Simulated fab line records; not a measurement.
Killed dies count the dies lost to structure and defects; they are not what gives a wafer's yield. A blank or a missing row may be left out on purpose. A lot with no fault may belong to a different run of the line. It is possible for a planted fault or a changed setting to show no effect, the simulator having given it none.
What tool caused it?	flow n5_finfet	21 lots, 63 wafers sampled, at 6 steps of a route of 1938

WHAT THE GAUGES SHOWED, per wafer
The record holds no reading of a measuring or inspecting step that can be judged against a usual standard deviation.

EACH LOT AND THE TOOL THAT RAN IT (in order: tool; ch and the chambers of the sampled wafers; start)
lot	N5_WELL_APT_DESCUM_30	N5_PMOS_HMC_CHANNEL_EPI_HM_DEP_34	N5_FIN_SAQP_ETCH_34	N5_FIN_SAQP_FIN_ETCH_36	N5_FIN_CUT_STRIP_22	N5_STI_FIN_REVEAL_ETCHBACK_08
L074	rie_diel-03 ch 0,2, day 1 14:57	pecvd-02 ch 0,1, day 1 16:53	rie_diel-02 ch 2,3, day 2 02:07	rie_si-06 ch 2,3, day 2 02:20	rie_diel-05 ch 0,2,3, day 2 04:11	rie_diel-06 ch 2,3, day 2 10:22
L075	rie_diel-02 ch 0,2,3, day 1 21:18	pecvd-04 ch 1,2, day 1 22:59	rie_diel-02 ch 1,2,3, day 2 07:41	rie_si-06 ch 1,2,3, day 2 07:54	rie_diel-04 ch 0,2,3, day 2 09:20	rie_diel-03 ch 0,1,2, day 2 15:10
L076	rie_diel-06 ch 0,1, day 2 03:22	pecvd-04 ch 0,1,2, day 2 05:02	rie_diel-03 ch 0,1,2, day 2 13:46	rie_si-06 ch 0,1, day 2 13:58	rie_diel-01 ch 1,3, day 2 15:24	rie_diel-06 ch 1,3, day 2 22:29
L077	rie_diel-03 ch 0,2,3, day 2 09:02	pecvd-02 ch 0,1,2, day 2 10:55	rie_diel-02 ch 0,1,3, day 2 20:00	rie_si-06 ch 0,1,2, day 2 20:13	rie_diel-05 ch 0,1,2, day 2 21:38	rie_diel-06 ch 0,1,3, day 3 03:42
L078	rie_diel-02 ch 0,1, day 2 15:07	pecvd-04 ch 1,2, day 2 16:47	rie_diel-03 ch 0,1, day 3 01:39	rie_si-05 ch 2,3, day 3 01:52	rie_diel-01 ch 0,1,3, day 3 03:26	rie_diel-03 ch 2,3, day 3 09:46
L079	rie_diel-03 ch 1,2,3, day 2 21:17	pecvd-04 ch 0,1,2, day 2 23:11	rie_diel-06 ch 0,3, day 3 09:13	rie_si-05 ch 1,2,3, day 3 09:26	rie_diel-05 ch 0,3, day 3 11:16	rie_diel-06 ch 1,2,3, day 3 17:06
L080	rie_diel-06 ch 0,2,3, day 3 03:13	pecvd-04 ch 0,1,2, day 3 04:54	rie_diel-03 ch 0,1,2, day 3 13:56	rie_si-05 ch 0,2, day 3 14:09	rie_diel-01 ch 0,3, day 3 15:37	rie_diel-06 ch 0,3, day 3 22:10
L082	rie_diel-06 ch 0,3, day 3 15:02	pecvd-04 ch 0,1, day 3 16:43	rie_diel-02 ch 0,1,3, day 4 02:03	rie_si-04 ch 1,3, day 4 02:16	rie_diel-04 ch 1,2, day 4 03:45	rie_diel-02 ch 0,1,3, day 4 09:34
L083	rie_diel-06 ch 0,1,2, day 3 21:00	pecvd-02 ch 0,1,2, day 3 22:41	rie_diel-03 ch 0,1,2, day 4 07:31	rie_si-05 ch 1,2,3, day 4 07:43	rie_diel-01 ch 2,3, day 4 09:09	rie_diel-03 ch 0,2,3, day 4 15:31
L084	rie_diel-06 ch 0,2,3, day 4 03:04	pecvd-04 ch 1,2, day 4 04:45	rie_diel-06 ch 1,2, day 4 14:50	rie_si-06 ch 0,1,2, day 4 15:03	rie_diel-05 ch 0,2, day 4 17:23	rie_diel-06 ch 1,3, day 4 23:17
L085	rie_diel-03 ch 1,2,3, day 4 08:53	pecvd-04 ch 0,1,2, day 4 10:34	rie_diel-06 ch 0,1,3, day 4 19:50	rie_si-06 ch 0,1,2, day 4 20:02	rie_diel-01 ch 0,1,2, day 4 21:29	rie_diel-03 ch 0,1,3, day 5 03:51
L086	rie_diel-02 ch 0,1,3, day 4 14:57	pecvd-03 ch 1,2, day 4 16:38	rie_diel-03 ch 1,2,3, day 5 04:28	rie_si-06 ch 0,1,3, day 5 04:41	rie_diel-05 ch 0,1,2, day 5 06:07	rie_diel-06 ch 2,3, day 5 12:10
L087	rie_diel-03 ch 0,1,2, day 4 21:02	pecvd-03 ch 1,2, day 4 22:44	rie_diel-06 ch 1,2,3, day 5 11:59	rie_si-06 ch 1,2,3, day 5 12:13	rie_diel-04 ch 0,2,3, day 5 13:46	rie_diel-06 ch 2,3, day 5 20:49
L088	rie_diel-02 ch 0,1, day 5 03:01	pecvd-03 ch 1,2, day 5 04:44	rie_diel-06 ch 1,3, day 5 13:30	rie_si-06 ch 0,1,2, day 5 13:43	rie_diel-04 ch 0,1,3, day 5 15:09	rie_diel-02 ch 1,2,3, day 5 21:26
L089	rie_diel-03 ch 1,2, day 5 09:14	pecvd-03 ch 0,1,2, day 5 11:01	rie_diel-06 ch 0,1,3, day 5 20:42	rie_si-04 ch 2,3, day 5 20:55	rie_diel-05 ch 0,2, day 5 22:52	rie_diel-03 ch 1,2, day 6 05:10
L090	rie_diel-06 ch 0,3, day 5 15:11	pecvd-03 ch 0,1, day 5 16:55	rie_diel-03 ch 0,2,3, day 6 02:47	rie_si-05 ch 1,2,3, day 6 03:01	rie_diel-05 ch 1,3, day 6 04:34	rie_diel-02 ch 1,3, day 6 10:26
L091	rie_diel-02 ch 0,2, day 5 21:09	pecvd-04 ch 1,2, day 5 22:50	rie_diel-02 ch 0,2, day 6 07:32	rie_si-04 ch 1,3, day 6 07:46	rie_diel-04 ch 0,1, day 6 09:19	rie_diel-03 ch 0,3, day 6 15:12
L092	rie_diel-03 ch 1,2,3, day 6 03:16	pecvd-04 ch 0,1, day 6 04:59	rie_diel-03 ch 0,1,2, day 6 13:19	rie_si-06 ch 0,1,3, day 6 13:32	rie_diel-04 ch 0,1, day 6 14:58	rie_diel-03 ch 0,1,3, day 6 20:59
L093	rie_diel-02 ch 0,1,3, day 6 09:27	pecvd-03 ch 0,1,2, day 6 11:20	rie_diel-06 ch 0,2, day 6 20:30	rie_si-05 ch 0,1, day 6 20:43	rie_diel-01 ch 1,3, day 6 22:42	rie_diel-03 ch 0,2,3, day 7 04:55
L094	rie_diel-06 ch 0,1,2, day 6 14:52	pecvd-03 ch 0,1, day 6 16:32	rie_diel-06 ch 0,2,3, day 7 01:16	rie_si-06 ch 1,2,3, day 7 01:29	rie_diel-04 ch 0,2,3, day 7 03:05	rie_diel-03 ch 0,2,3, day 7 08:55
L095	rie_diel-02 ch 0,1,2, day 6 21:14	pecvd-03 ch 0,1, day 6 23:01	rie_diel-03 ch 0,3, day 7 07:43	rie_si-05 ch 0,1,2, day 7 07:55	rie_diel-05 ch 0,1,3, day 7 09:21	rie_diel-06 ch 2,3, day 7 15:11
- N5_WELL_APT_DESCUM_30: chemistry O2, time 7.9 s.
- N5_PMOS_HMC_CHANNEL_EPI_HM_DEP_34: deposits SiO2 from TEOS/O2, target thk 36 nm, time 6.9 s.
- N5_FIN_SAQP_ETCH_34: etches SiO2 in C4F6/O2, target depth 45 nm, time 15 s.
- N5_FIN_SAQP_FIN_ETCH_36: etches the open film in HBr/Cl2/O2, target depth 120 nm, time 50.4 s.
- N5_FIN_CUT_STRIP_22: strips in N2/H2.
- N5_STI_FIN_REVEAL_ETCHBACK_08: etches SiO2 in C4F6/O2, target depth 30.5 nm, time 10.167 s.

WHAT THE TOOLS THEMSELVES READ (means of the sampled wafers that have a number; where no wafer has one, the mark that the record gives instead)
N5_WELL_APT_DESCUM_30. Usual: drypump_motor_current_A 5.6 A, standard deviation 0.31; oes_product_au 0.76 a.u., standard deviation 0.048; rf_vpp_V 243.1 V, standard deviation 1.4; showerhead_plenum_p_Torr 2.09 Torr, standard deviation 0.074; throttle_valve_pct 20.45 %, standard deviation 0.22.
lot	tool	drypump_motor_current_A (A)	oes_product_au (a.u.)	rf_vpp_V (V)	showerhead_plenum_p_Torr (Torr)	throttle_valve_pct (%)	flag
L074	rie_diel-03	5.9	0.78	243.0	2.06	20.20	
L075	rie_diel-02	5.5	0.75	244.1	2.09	20.43	
L076	rie_diel-06	5.5	0.78	244.4	2.13	20.64	
L077	rie_diel-03	5.8	0.85	242.6	2.12	20.28	
L078	rie_diel-02	5.7	0.74	243.3	2.13	20.43	
L079	rie_diel-03	5.8	0.81	244.3	2.17	20.30	
L080	rie_diel-06	5.7	0.76	242.3	2.06	20.39	
L082	rie_diel-06	5.4	0.77	243.0	2.07	20.26	
L083	rie_diel-06	5.8	0.75	242.5	2.09	20.61	
L084	rie_diel-06	5.8	0.76	242.2	2.06	20.42	
L085	rie_diel-03	5.8	0.80	243.5	2.16	20.31	
L086	rie_diel-02	5.7	0.73	243.5	2.11	20.62	
L087	rie_diel-03	5.7	0.75	242.6	2.08	20.29	
L088	rie_diel-02	5.7	0.73	243.5	2.14	20.53	
L089	rie_diel-03	5.6	0.72	244.3	2.14	20.31	
L090	rie_diel-06	5.6	0.75	243.7	2.12	20.40	
L091	rie_diel-02	5.5	0.72	242.9	2.08	20.34	
L092	rie_diel-03	5.8	0.77	244.1	2.16	20.34	
L093	rie_diel-02	5.7	0.73	244.1	2.11	20.64	
L094	rie_diel-06	5.8	0.74	243.0	2.08	20.65	
L095	rie_diel-02	5.6	0.72	242.4	2.10	20.43	

N5_PMOS_HMC_CHANNEL_EPI_HM_DEP_34. Usual: heater_power_w 459 W, standard deviation 69; showerhead_plenum_p_Torr 8.34 Torr, standard deviation 0.038; throttle_valve_pct 18.8 %, standard deviation 0.77.
lot	tool	heater_power_w (W)	showerhead_plenum_p_Torr (Torr)	throttle_valve_pct (%)	flag
L074	pecvd-02	578	8.34	19.0	
L075	pecvd-04	455	8.34	18.8	
L076	pecvd-04	436	8.34	18.9	
L077	pecvd-02	570	8.38	18.7	
L078	pecvd-04	447	8.33	18.8	
L079	pecvd-04	452	8.33	18.9	
L080	pecvd-04	483	8.33	18.7	
L082	pecvd-04	446	8.36	18.6	
L083	pecvd-02	581	8.37	18.9	
L084	pecvd-04	450	8.37	18.6	
L085	pecvd-04	447	8.33	18.8	
L086	pecvd-03	487	8.35	18.2	
L087	pecvd-03	393	8.34	18.5	
L088	pecvd-03	475	8.35	18.6	
L089	pecvd-03	411	8.35	18.7	
L090	pecvd-03	443	8.37	19.5	
L091	pecvd-04	466	8.36	18.7	
L092	pecvd-04	508	8.36	18.8	
L093	pecvd-03	385	8.35	18.9	
L094	pecvd-03	378	8.34	19.7	
L095	pecvd-03	439	8.36	19.5	

N5_FIN_SAQP_ETCH_34. Usual: drypump_motor_current_A 5.7 A, standard deviation 0.32; etch_rf_on_time_s 15.01 s, standard deviation 0.19; oes_product_au 0.65 a.u., standard deviation 0.049; rf_vpp_V 663 V, standard deviation 13; showerhead_plenum_p_Torr 2.85 Torr, standard deviation 0.092; throttle_valve_pct 21.08 %, standard deviation 0.24.
lot	tool	drypump_motor_current_A (A)	etch_rf_on_time_s (s)	oes_product_au (a.u.)	rf_vpp_V (V)	showerhead_plenum_p_Torr (Torr)	throttle_valve_pct (%)	flag
L074	rie_diel-02	5.5	14.81	0.65	667	2.83	21.10	
L075	rie_diel-02	5.6	15.05	0.65	668	2.87	21.18	
L076	rie_diel-03	5.7	14.93	0.65	651	2.85	20.94	
L077	rie_diel-02	5.7	14.98	0.64	668	2.87	21.16	
L078	rie_diel-03	5.4	14.79	0.65	649	2.88	20.97	
L079	rie_diel-06	5.6	14.94	0.66	658	2.89	20.99	
L080	rie_diel-03	5.6	14.98	0.65	653	2.84	20.95	
L082	rie_diel-02	5.7	15.09	0.63	668	2.86	21.18	
L083	rie_diel-03	5.7	14.92	0.64	651	2.84	20.96	
L084	rie_diel-06	6.0	14.89	0.63	666	2.76	21.38	
L085	rie_diel-06	5.5	15.06	0.64	668	2.85	21.09	
L086	rie_diel-03	5.8	15.12	0.67	655	2.92	20.89	
L087	rie_diel-06	5.6	14.95	0.63	667	2.76	21.17	
L088	rie_diel-06	5.3	15.03	0.65	667	2.76	20.95	
L089	rie_diel-06	5.5	15.08	0.64	668	2.84	21.10	
L090	rie_diel-03	5.8	15.08	0.68	660	2.85	20.93	
L091	rie_diel-02	5.6	15.19	0.61	667	2.82	20.94	
L092	rie_diel-03	5.7	14.93	0.63	651	2.83	20.99	
L093	rie_diel-06	6.0	14.90	0.63	656	2.88	21.24	
L094	rie_diel-06	5.7	15.01	0.63	656	2.80	21.11	
L095	rie_diel-03	5.7	15.10	0.69	664	2.82	20.98	

N5_FIN_SAQP_FIN_ETCH_36. Usual: drypump_motor_current_A 5.6 A, standard deviation 0.52; oes_product_au 0.992 a.u., standard deviation 0.018; throttle_valve_pct 35.88 %, standard deviation 0.29.
lot	tool	drypump_motor_current_A (A)	oes_product_au (a.u.)	throttle_valve_pct (%)	flag
L074	rie_si-06	5.1	0.995	36.12	
L075	rie_si-06	5.0	0.994	35.94	
L076	rie_si-06	5.1	1.007	35.73	
L077	rie_si-06	5.1	1.006	35.91	
L078	rie_si-05	5.8	0.978	36.01	
L079	rie_si-05	6.0	0.987	35.79	
L080	rie_si-05	6.1	0.992	35.91	
L082	rie_si-04	5.5	0.986	35.85	
L083	rie_si-05	6.0	0.976	35.81	
L084	rie_si-06	5.1	1.006	35.69	
L085	rie_si-06	5.1	1.006	35.68	
L086	rie_si-06	5.2	0.998	35.93	
L087	rie_si-06	5.0	1.007	35.67	
L088	rie_si-06	5.1	1.003	35.68	
L089	rie_si-04	5.6	0.974	35.81	
L090	rie_si-05	6.0	0.976	35.81	
L091	rie_si-04	5.5	0.998	35.82	
L092	rie_si-06	5.2	1.000	35.93	
L093	rie_si-05	6.3	1.000	35.72	
L094	rie_si-06	5.0	0.999	35.69	
L095	rie_si-05	6.1	0.980	35.76	

N5_FIN_CUT_STRIP_22. Usual: drypump_motor_current_A 5.8 A, standard deviation 0.39; oes_product_au 0.80 a.u., standard deviation 0.087; rf_vpp_V 54.3 V, standard deviation 2.3; showerhead_plenum_p_Torr 3.37 Torr, standard deviation 0.13; throttle_valve_pct 18.83 %, standard deviation 0.28.
lot	tool	drypump_motor_current_A (A)	oes_product_au (a.u.)	rf_vpp_V (V)	showerhead_plenum_p_Torr (Torr)	throttle_valve_pct (%)	flag
L074	rie_diel-05	5.8	0.76	54.6	3.46	19.17	
L075	rie_diel-04	5.5	0.72	51.9	3.24	18.60	
L076	rie_diel-01	6.3	0.90	52.9	3.33	18.67	
L077	rie_diel-05	5.8	0.80	54.1	3.38	19.06	
L078	rie_diel-01	6.1	0.83	54.3	3.38	18.70	
L079	rie_diel-05	6.2	0.73	54.1	3.47	19.20	
L080	rie_diel-01	6.1	0.77	53.9	3.44	18.70	
L082	rie_diel-04	5.8	0.84	53.7	3.44	18.73	
L083	rie_diel-01	5.7	0.83	52.6	3.34	18.55	
L084	rie_diel-05	5.7	0.73	54.0	3.44	19.30	
L085	rie_diel-01	5.9	0.82	52.6	3.34	18.91	
L086	rie_diel-05	5.8	0.77	54.8	3.37	19.06	
L087	rie_diel-04	5.5	0.71	55.9	3.22	18.65	
L088	rie_diel-04	5.6	0.79	52.5	3.36	18.72	
L089	rie_diel-05	5.5	0.77	53.0	3.43	19.19	
L090	rie_diel-05	6.2	0.75	55.2	3.39	18.98	
L091	rie_diel-04	5.4	0.83	55.2	3.41	18.62	
L092	rie_diel-04	5.4	0.82	55.2	3.41	18.62	
L093	rie_diel-01	6.1	0.80	53.8	3.34	18.54	
L094	rie_diel-04	5.5	0.80	52.5	3.35	18.51	
L095	rie_diel-05	6.1	0.83	54.7	3.38	19.01	

N5_STI_FIN_REVEAL_ETCHBACK_08. Usual: drypump_motor_current_A 5.7 A, standard deviation 0.33; oes_product_au 0.76 a.u., standard deviation 0.056; rf_vpp_V 662 V, standard deviation 13; showerhead_plenum_p_Torr 2.84 Torr, standard deviation 0.098; throttle_valve_pct 21.15 %, standard deviation 0.23.
lot	tool	drypump_motor_current_A (A)	oes_product_au (a.u.)	rf_vpp_V (V)	showerhead_plenum_p_Torr (Torr)	throttle_valve_pct (%)	flag
L074	rie_diel-06	5.6	0.76	655	2.73	21.00	
L075	rie_diel-03	5.7	0.77	651	2.85	21.05	
L076	rie_diel-06	5.3	0.78	679	2.81	21.24	
L077	rie_diel-06	5.5	0.77	670	2.85	21.16	
L078	rie_diel-03	6.0	0.87	666	2.95	20.90	
L079	rie_diel-06	5.6	0.75	667	2.77	21.25	
L080	rie_diel-06	5.5	0.76	656	2.81	20.93	
L082	rie_diel-02	5.7	0.74	667	2.86	21.29	
L083	rie_diel-03	5.8	0.80	661	2.86	21.01	
L084	rie_diel-06	5.3	0.76	679	2.81	21.26	
L085	rie_diel-03	5.6	0.81	658	2.89	21.04	
L086	rie_diel-06	5.6	0.74	654	2.72	21.04	
L087	rie_diel-06	5.6	0.74	653	2.72	21.05	
L088	rie_diel-02	5.6	0.74	667	2.86	21.32	
L089	rie_diel-03	5.6	0.72	645	2.90	21.05	
L090	rie_diel-02	5.7	0.74	666	2.85	21.49	
L091	rie_diel-03	5.8	0.84	668	2.91	21.00	
L092	rie_diel-03	5.6	0.79	658	2.89	21.06	
L093	rie_diel-03	5.9	0.78	661	2.85	21.04	
L094	rie_diel-03	5.8	0.78	661	2.85	21.03	
L095	rie_diel-06	5.6	0.73	654	2.72	21.06	

THE ANSWER, worked out from the rows above alone
Rule: a lot counts as off when the mean over its wafers that have a number is more than 3 standard deviations away from the usual mean. A lot without any number at a reading at which 4 lots or more have one is off too. Where the step has rows for the other lots, those lots are counted as sound. After the gauges, taken in route order, come the tools' own readings; for these a lot's mean is taken, as printed above. At the first step where some lot is off, the reading lying furthest off is the one used; lots without a number count as furthest.
None of the lots is off at any reading shown; this tells nothing.

WHAT WAS PUT IN BY THE SIMULATOR
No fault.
